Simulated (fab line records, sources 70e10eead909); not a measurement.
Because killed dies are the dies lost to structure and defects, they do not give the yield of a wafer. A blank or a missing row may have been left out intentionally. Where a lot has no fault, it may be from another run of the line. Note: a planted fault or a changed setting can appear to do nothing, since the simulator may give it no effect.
A struck lot beside a sound one | flow nand-harc | 17 steps out of a route of 1159
Sound: wafers L349.1, L349.2, L349.6. Struck: wafer L353.1 (L353.5, L353.6, from the same lot, were not struck and are left out); the cause is given at the end.
For every step that has rows: the tool of each side, followed by ch and its chambers, followed by its first start. Under that, the readings that differ: sound wafers | struck wafers | difference of the means | sigmas: that difference in standard deviations of wafers without a fault.
alike: readings whose means differ by less than 2 such deviations, and words and numbers that are the same on both sides. not compared: withheld readings, readings that some wafer has no value for, bounds like >300 that may hide the same value, and numbers for which the record gives no deviation and whose values overlap.
A row with sigmas, a row that says differs or no value, or rows on one side alone: a step with any of these is where the two part. Non-overlapping numbers with no deviation appear without sigmas and do not part them. A reading missing from all wafers of one side parts the sides only when that side holds two or more wafers.

NHARC_A_SGD_CUT_CD_MEAS_09: the cd target is 100 nm.
  sound on cd-sem-01 ch 0, day 17 21:05; struck on cd-sem-01 ch 0, day 18 17:32
  alike: cd-nm
NHARC_A_SGD_CUT_OVL_MEAS_10:
  sound: overlay-02 at day 17 21:10; struck: overlay-02 at day 18 17:37
  reading           | sound          | struck | difference | sigmas
  overlay-x-nm (nm) | -1.5 -0.8 -1.0 | 0.9    | +2.0       | +2
  alike: overlay-y-nm
NHARC_A_SGD_CUT_INSPECT_11:
  sound: defect-inspect-02 at day 17 21:12; struck: defect-inspect-02 at day 18 17:39
  alike: raw-defect-count
NHARC_A_SGD_CUT_DESCUM_14: chemistry O2, time 3 s.
  sound on rie-diel-01 ch 0,1,3, day 17 21:16; struck on rie-diel-02 ch 2, day 18 17:43
  alike: drypump-motor-current-A, oes-product-au, rf-vpp-V, showerhead-plenum-p-Torr, throttle-valve-pct
  not compared: rf-hours-counter-h
then, 1 step without rows for these wafers: NHARC_A_SGD_CUT_ETCH_58 (etches the open film in CF4, target depth 39 nm, time 65 s).
NHARC_A_SGD_CUT_ETCH_59: etches the open film in N2/H2, target depth 260 nm, time 406.25 s.
  sound: rie-diel-01 ch 1,2; struck: rie-diel-02 ch 1
  reading                     | sound             | struck | difference | sigmas
  drypump-motor-current-A (A) | 5.6 5.0 5.1       | 6.1    | +0.9       | +2
  oes-product-au (a.u.)       | 0.999 1.025 1.024 | 0.997  | -0.019     | -2
  alike: bias-w, rf-vpp-V, showerhead-plenum-p-Torr, throttle-valve-pct
  not compared: rf-hours-counter-h
NHARC_A_SGD_CUT_ETCH_15: etches the open film in CH3F/O2, target depth 75 nm, time 64.3 s.
  sound: rie-diel-01 ch 1,2; struck: rie-diel-02 ch 1
  alike: bias-w, drypump-motor-current-A, oes-product-au, rf-vpp-V, showerhead-plenum-p-Torr, throttle-valve-pct
  not compared: rf-hours-counter-h
NHARC_A_SGD_CUT_ETCH_16: etches the open film in C4F8/O2/Ar, target depth 310.5 nm, time 155.2 s.
  sound: rie-diel-01 ch 1,2; struck: rie-diel-02 ch 0
  alike: bias-w, oes-product-au, rf-vpp-V
  not compared: rf-hours-counter-h
then, 1 step without rows for these wafers: NHARC_A_SGD_CUT_STRIP_60 (strips in C4F8/O2/Ar).
NHARC_A_SGD_CUT_STRIP_17: strips in O2.
  sound: rie-diel-01 ch 0,3; struck: rie-diel-02 ch 3
  alike: drypump-motor-current-A, oes-product-au, rf-vpp-V, showerhead-plenum-p-Torr, throttle-valve-pct
  not compared: rf-hours-counter-h
then, 2 steps without rows for these wafers: NHARC_A_SGD_CUT_PRECLEAN_18 (cleans in SC1); NHARC_A_SGD_CUT_SRD_19.
NHARC_A_SGD_CUT_DEP_20: deposits SiO2, target thk 150 nm.
  sound on fcvd-02 ch 0,1, day 17 22:23; struck on fcvd-01 ch 0,1, day 18 18:50
then, 1 step without rows for these wafers: NHARC_A_SGD_CUT_ANNEAL_27 (time 1800 s).
NHARC_A_SGD_CUT_CMP_21: polishes, target thk 148.19 nm.
  sound on cmp-02 ch 0,2, day 18 08:50; struck on cmp-02 ch 2, day 19 00:26
  reading                | sound    | struck | difference | sigmas
  time-to-endpoint-s (s) | 46 45 46 | 30     | -16        | -4
  alike: motor-current-A, slurry-flow-ml-min
  not compared: pad-life-wafers
NHARC_A_SGD_CUT_THK_MEAS_22: measures by ellipsometry.
  sound: film-metro-01 at day 18 09:05; struck: film-metro-01 at day 19 00:49
  reading     | sound             | struck | difference | sigmas
  thk-nm (nm) | 145.5 145.1 143.1 | 105.0  | -39.6      | -26
  not compared: hold
next, for these wafers, 1 step has no rows: NHARC_END_SORT_01.

== WHERE THEY PART ==
Earliest at NHARC_A_SGD_CUT_OVL_MEAS_10; latest, in this record, at NHARC_A_SGD_CUT_THK_MEAS_22.

WHY: what had been put in by the simulator
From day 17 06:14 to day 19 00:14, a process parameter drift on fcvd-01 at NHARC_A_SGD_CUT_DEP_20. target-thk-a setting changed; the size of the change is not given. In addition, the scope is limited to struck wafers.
